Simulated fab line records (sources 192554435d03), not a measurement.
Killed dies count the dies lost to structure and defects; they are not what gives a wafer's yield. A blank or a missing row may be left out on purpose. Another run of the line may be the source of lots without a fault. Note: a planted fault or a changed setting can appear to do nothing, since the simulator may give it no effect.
The tool behind it: which one?    flow n5-finfet    24 lots, 72 wafers sampled, at 1 step of a route of 1938

== WHAT THE GAUGES READ, wafer by wafer ==
N5_BEOL_M8_CD_MEAS_11: target cd 38.5 nm.
lot   measured      on         cd-nm (nm)
L074  day 9 04:12   cd-sem-01  38.0 38.0 38.3
L075  day 9 13:20   cd-sem-02  38.4 38.9 38.7
L076  day 10 06:42  cd-sem-02  39.0 39.0 38.2
L077  day 10 12:43  cd-sem-01  37.7 37.5 37.3
L080  day 10 17:38  cd-sem-01  39.1 38.6 39.1
L079  day 10 21:11  cd-sem-01  39.0 38.4 38.7
L078  day 10 21:18  cd-sem-01  39.1 39.5 39.9
L081  day 11 06:40  cd-sem-01  38.4 39.4 38.2
L083  day 11 09:51  cd-sem-02  37.7 38.7 38.1
L082  day 11 14:01  cd-sem-01  38.3 38.4 38.5
L084  day 11 22:28  cd-sem-01  38.6 37.9 38.4
L085  day 11 23:47  cd-sem-03  38.9 39.1 38.2
L086  day 12 17:14  cd-sem-03  38.6 37.8 38.0
L087  day 12 19:32  cd-sem-03  38.9 38.1 38.3
L088  day 12 23:55  cd-sem-01  38.0 37.3 38.3
L089  day 13 00:23  cd-sem-01  38.3 38.6 38.7
L091  day 13 03:47  cd-sem-03  37.3 38.8 38.0
L090  day 13 09:38  cd-sem-03  38.5 38.5 39.2
L092  day 13 17:07  cd-sem-01  38.5 40.2 39.3
L093  day 14 06:11  cd-sem-03  38.4 38.1 37.7
L095  day 14 16:17  cd-sem-01  38.7 38.5 38.5
L094  day 15 06:19  cd-sem-03  38.7 38.6 38.4
L096  day 15 16:11  cd-sem-03  37.9 38.8 38.2
L097  day 15 17:57  cd-sem-02  37.2 38.1 37.8

== EACH LOT AND THE TOOL THAT RAN IT (in order: tool; ch and the chambers of the sampled wafers; start) ==
The record holds no process step before these readings.

== WHAT THE TOOLS THEMSELVES READ (means of the sampled wafers that have a number; where no wafer has one, the mark that the record gives instead) ==
The record holds no such reading with a usual standard deviation.

== THE ANSWER, worked out from the rows above alone ==
Rule: usual is defined by the lots themselves. The widest of any qualifying gaps counts: lots, ordered by their means at a reading, are off when they make up no more than a third of the lots, leave a main group of 4 or more, and stand apart from it by 3 or more times the standard deviation of that group's means. The tables above print the reading to a certain number of digits; a main group whose means all agree to those digits is not used. A lot without any number at a reading at which 4 lots or more have one is off too. The other lots that the step has rows for count as sound. Order of review: gauges by route order, followed by the tools' own readings, for which a lot's mean as printed above is used. At the first step where some lot is off, the reading lying furthest off is the one used; lots without a number count as furthest.
No lot is off on any of the readings shown, so nothing can be concluded from this.

== WHAT THE SIMULATOR HAD PUT IN ==
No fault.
